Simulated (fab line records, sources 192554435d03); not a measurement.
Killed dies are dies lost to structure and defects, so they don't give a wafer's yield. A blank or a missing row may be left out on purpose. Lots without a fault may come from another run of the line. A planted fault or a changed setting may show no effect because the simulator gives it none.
Split-lot experiment | flow n5_finfet | 7 lots, 39 wafers read, on a route of 1938 steps

THE SPLIT
At N5_MOL_CONTACT_COAG_ALD_123 (deposits SiNx, target thk 5 nm, pulse time 1 s, purge time 2 s), the setting ald_cycles was moved away from the recipe's 100 on 12 of the 39 wafers read, by -15.0% to -8.0%. The other wafers ran this setting at the recipe's value.

FROM THE SPLIT TO THE READING: what the file shows between them, 5 steps
- N5_MOL_CONTACT_COAG_ALD_133: deposits SiO2, target thk 5 nm, pulse time 1 s, co reactant pulse time 1 s (also split here: temp_c)
- N5_MOL_CONTACT_COAG_ETCHBACK_134: etches SiO2 in CHF3, target depth 10 nm, time 6.7 s
- N5_MOL_CONTACT_COAG_ETCH_67: etches SOC in N2/H2, target depth 60 nm, overetch 21 nm, time 101.2 s
- N5_MOL_CONTACT_COAG_STRIP_120: strips in CHF3
- N5_MOL_CONTACT_COAG_VIA_ETCH_117: etches SiO2 in C4F6/O2, target depth 40 nm, overetch 8 nm, time 26 s

THE READING
etch.depth_nm (the simulator's own value, which no gauge read), in nm, at N5_MOL_CONTACT_COAG_ETCH_124 (etches SiNx in CH3F/O2, stops on SiOC, target depth 6.5 nm). The file gives no usual value for it. The 27 wafers here that ran the recipe average 5.013 nm, standard deviation 0.024 nm.

wafer  | tool, chamber at the split | ald_cycles as run | against the recipe | etch.depth_nm, nm | against lot-mates on the recipe
L077.1 | ald_sin-04, 2,1,3          | 100               | recipe             | 4.954             | -
L077.2 | ald_sin-04, 2,1,3          | 100               | recipe             | 5                 | -
L077.3 | ald_sin-04, 0              | 86                | -14.0%             | 4.316             | -0.666
L077.4 | ald_sin-04, 3,2            | 86                | -14.0%             | 4.294             | -0.688
L077.5 | ald_sin-04, 3,2            | 86                | -14.0%             | 4.255             | -0.727
L077.6 | ald_sin-04, 2,1,3          | 100               | recipe             | 4.993             | -
L080.2 | ald_sin-02, 3,2,1          | 100               | recipe             | 4.961             | -
L080.3 | ald_sin-02, 3,2,1          | 100               | recipe             | 5.005             | -
L080.6 | ald_sin-02, 3,2,1          | 100               | recipe             | 5.022             | -
L083.1 | ald_sin-03, 3,1,1          | 100               | recipe             | 5.031             | -
L083.2 | ald_sin-03, 0,2,0          | 92                | -8.0%              | 4.656             | -0.359
L083.3 | ald_sin-03, 0,2,0          | 92                | -8.0%              | 4.629             | -0.386
L083.4 | ald_sin-03, 3,1,1          | 100               | recipe             | 5.005             | -
L083.5 | ald_sin-03, 0,2,0          | 92                | -8.0%              | 4.628             | -0.387
L083.6 | ald_sin-03, 3,1,1          | 100               | recipe             | 5.008             | -
L090.1 | ald_sin-03, 3,2,1,0,0,3    | 100               | recipe             | 5.017             | -
L090.2 | ald_sin-03, 3,2,1,0,0,3    | 100               | recipe             | 5.036             | -
L090.3 | ald_sin-03, 3,2,1,0,0,3    | 100               | recipe             | 5.028             | -
L090.4 | ald_sin-03, 3,2,1,0,0,3    | 100               | recipe             | 5.049             | -
L090.5 | ald_sin-03, 3,2,1,0,0,3    | 100               | recipe             | 5.065             | -
L090.6 | ald_sin-03, 3,2,1,0,0,3    | 100               | recipe             | 5.023             | -
L091.1 | ald_sin-04, 3,0,2          | 100               | recipe             | 4.988             | -
L091.2 | ald_sin-04, 3,0,2          | 100               | recipe             | 5.029             | -
L091.3 | ald_sin-04, 3,0,2          | 100               | recipe             | 4.999             | -
L091.4 | ald_sin-04, 1,0,1          | 86                | -14.0%             | 4.264             | -0.741
L091.5 | ald_sin-04, 1,0,1          | 86                | -14.0%             | 4.298             | -0.707
L091.6 | ald_sin-04, 1,0,1          | 86                | -14.0%             | 4.284             | -0.721
L094.1 | ald_sin-02, 2,3,3          | 100               | recipe             | 5.023             | -
L094.2 | ald_sin-02, 2,3,3          | 100               | recipe             | 4.985             | -
L094.3 | ald_sin-02, 0,1,2          | 85                | -15.0%             | 4.259             | -0.742
L094.4 | ald_sin-02, 0,1,2          | 85                | -15.0%             | 4.284             | -0.717
L094.5 | ald_sin-02, 2,3,3          | 100               | recipe             | 4.994             | -
L094.6 | ald_sin-02, 0,1,2          | 85                | -15.0%             | 4.257             | -0.744
L097.1 | ald_sin-02, 0,1,2,3,3,2    | 100               | recipe             | 5.008             | -
L097.2 | ald_sin-02, 0,1,2,3,3,2    | 100               | recipe             | 5.03              | -
L097.3 | ald_sin-02, 0,1,2,3,3,2    | 100               | recipe             | 5.018             | -
L097.4 | ald_sin-02, 0,1,2,3,3,2    | 100               | recipe             | 5.015             | -
L097.5 | ald_sin-02, 0,1,2,3,3,2    | 100               | recipe             | 5.012             | -
L097.6 | ald_sin-02, 0,1,2,3,3,2    | 100               | recipe             | 5.049             | -
Where a row lists several chambers, the file gives one row for several wafers and doesn't say which wafer went through which chamber.

THE FIT
A straight line over all 39 wafers: etch.depth_nm changes by +0.0509 nm for each +1% of ald_cycles; r = +1.00; the points scatter about the line by 0.026 nm.
The same after taking each lot's own level away (the mean of its wafers on the recipe; 39 wafers): +0.0498 nm for each +1%; r = +1.00; scatter 0.02 nm.
On that fit, the largest move of ald_cycles shifts the reading by 0.75 nm.
The lots' own levels span 4.9823 to 5.0363 nm, that is 2.2 times the standard deviation above.
So the lot-to-lot level changes the slope little: the two slopes agree.
Check: with one of the wafers moved furthest among these (-15.0%) left out of the fit, the line predicts -0.747 nm for it against its lot-mates. It came out at -0.742 nm against them.

OTHER SPLITS ON THESE WAFERS
These wafers also went through other splits before the reading. Each is held against what the fit with the lots' levels taken away leaves over:
other split on the same wafers     | wafers away from the commonest value | r with etch.depth_nm (lot level and that fit taken away)
N5_FIN_CUT_CUT_ETCH_26 time_s      | 6                                    | +0.34
N5_HKMG_FIN_ETCH_54 source_w       | 18                                   | -0.08
N5_MOL_CONTACT_COAG_ALD_133 temp_c | 15                                   | +0.03

THE WHOLE CHAIN: every reading that the file lists as answering this split, in the file's order
step                         | what it does                                                   | reading                                                                                  | change (the file's fit)                | r (the file's)
N5_MOL_CONTACT_COAG_ALD_123  | deposits SiNx, target thk 5 nm, pulse time 1 s, purge time 2 s | SiNx_of_MOL_CONTACT_COAG_ALD_123.thk_nm (the simulator's own value, which no gauge read) | +0.0538 nm for each +1% of the setting | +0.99
N5_MOL_CONTACT_COAG_ETCH_124 | etches SiNx in CH3F/O2, stops on SiOC, target depth 6.5 nm     | etch.depth_nm (the simulator's own value, which no gauge read)                           | +0.0497 nm for each +1% of the setting | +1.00

THE FILE'S OWN FIT
etch.depth_nm changes by +0.0497 nm for each +1% of ald_cycles, r = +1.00.
